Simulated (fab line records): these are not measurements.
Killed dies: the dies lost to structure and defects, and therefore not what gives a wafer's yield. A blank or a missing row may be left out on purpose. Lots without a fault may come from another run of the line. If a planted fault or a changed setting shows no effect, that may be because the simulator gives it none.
What tool caused it?	flow n5-finfet	24 lots, 72 wafers sampled, at 2 steps of a route of 1938

== WHAT THE GAUGES READ, wafer by wafer ==
N5_BEOL_M10_RS_MEAS_57: measurement is done with a four-point probe. Usual: M10_RS gives 0.1507 ohm/sq (standard deviation 0.003).
lot	measured	on	M10_RS (ohm/sq)	flag
L075	day 11 06:03	film-metro-02	0.1559 0.1483 0.1592	
L074	day 11 06:19	film-metro-02	0.1534 0.1467 0.1526	
L076	day 11 12:15	film-metro-02	0.1500 0.1457 0.1466	
L078	day 12 07:14	film-metro-02	0.1537 0.1552 0.1519	
L077	day 12 14:07	film-metro-01	0.1485 0.1484 0.1555	
L079	day 13 06:05	film-metro-01	0.1485 0.1539 0.1480	
L081	day 13 08:29	film-metro-02	0.1496 0.1482 0.1526	
L080	day 13 10:09	film-metro-02	0.1541 0.1531 0.1490	
L082	day 13 18:53	film-metro-02	0.1533 0.1500 0.1467	
L083	day 14 18:38	film-metro-02	0.1512 0.1533 0.1533	
L085	day 15 11:20	film-metro-02	0.1506 0.1546 0.1469	
L084	day 15 11:42	film-metro-02	0.1521 0.1545 0.1530	
L088	day 15 16:31	film-metro-02	0.1469 0.1492 0.1568	
L086	day 16 00:14	film-metro-01	0.1510 0.1505 0.1494	
L087	day 16 00:37	film-metro-01	0.1512 0.1484 0.1507	
L089	day 16 03:22	film-metro-01	0.1515 0.1510 0.1508	
L092	day 16 08:10	film-metro-02	0.1459 0.1486 0.1483	
L090	day 16 11:06	film-metro-02	0.1535 0.1502 0.1504	
L091	day 16 17:28	film-metro-01	0.1532 0.1544 0.1516	
L094	day 16 22:40	film-metro-01	0.1501 0.1494 0.1522	
L093	day 17 00:49	film-metro-02	0.1471 0.1555 0.1552	
L096	day 17 07:04	film-metro-01	0.1486 0.1502 0.1477	
L095	day 17 07:25	film-metro-02	0.1491 0.1506 0.1509	
L097	day 18 12:18	film-metro-01	0.1476 0.1504 0.1493	

N5_BEOL_M11_CD_MEAS_11: the cd target is 64.1 nm. Usual: cd-nm reads 64.1 nm (standard deviation 0.57).
lot	measured	on	cd-nm (nm)	flag
L075	day 11 08:49	cd-sem-03	64.1 63.5 63.4	
L074	day 11 08:47	cd-sem-01	63.2 63.2 64.1	
L076	day 11 13:47	cd-sem-03	63.8 64.7 63.5	
L078	day 12 09:27	cd-sem-01	64.7 64.5 65.0	
L077	day 12 15:55	cd-sem-03	64.0 64.4 63.3	
L079	day 13 07:53	cd-sem-03	64.4 63.8 64.4	
L081	day 13 12:08	cd-sem-01	65.3 65.4 65.1	
L080	day 13 12:31	cd-sem-03	65.7 64.3 65.3	
L082	day 13 21:50	cd-sem-02	64.0 63.5 63.3	
L083	day 14 23:08	cd-sem-03	64.4 63.6 64.3	
L085	day 15 14:43	cd-sem-03	64.7 64.8 64.5	
L084	day 15 14:53	cd-sem-01	63.2 64.1 63.4	
L088	day 15 17:58	cd-sem-02	64.5 64.1 64.3	
L086	day 16 02:20	cd-sem-01	64.4 64.2 63.8	
L087	day 16 02:43	cd-sem-01	63.3 63.5 64.4	
L089	day 16 07:52	cd-sem-03	63.5 63.8 64.0	
L092	day 16 09:38	cd-sem-03	63.5 63.1 64.1	
L090	day 16 14:56	cd-sem-02	65.0 64.6 64.7	
L091	day 16 19:35	cd-sem-01	65.0 65.0 64.3	
L094	day 17 00:53	cd-sem-03	63.6 63.8 63.8	
L093	day 17 02:22	cd-sem-01	63.2 63.7 63.9	
L096	day 17 09:38	cd-sem-01	64.3 63.7 63.1	
L095	day 17 10:40	cd-sem-02	63.8 64.1 64.7	
L097	day 18 14:13	cd-sem-03	64.1 64.0 63.8	

== WHICH TOOL RAN EACH LOT (tool, then ch and the chambers of the sampled wafers, then the start) ==
The record holds no process step before these readings.

== AS READ BY THE TOOLS THEMSELVES (means over the sampled wafers that have a number; for cases with no such wafer, the mark the record gives instead) ==
The record holds no such reading with a usual standard deviation.

== THE ANSWER, worked out from the rows above alone ==
Rule: a lot is off if the mean of its wafers that have a number lies more than 3 standard deviations from the usual mean. A lot without any number at a reading at which 4 lots or more have one is off too. All remaining lots with rows at the step are treated as sound. The gauges are gone through in route order, then the tools' own readings, and for those a lot's mean is taken as printed above. At the first step where some lot is off, the reading lying furthest off is the one used; lots without a number count as furthest.
None of the lots is off at any reading shown; this tells nothing.

== WHAT THE SIMULATOR PUT IN ==
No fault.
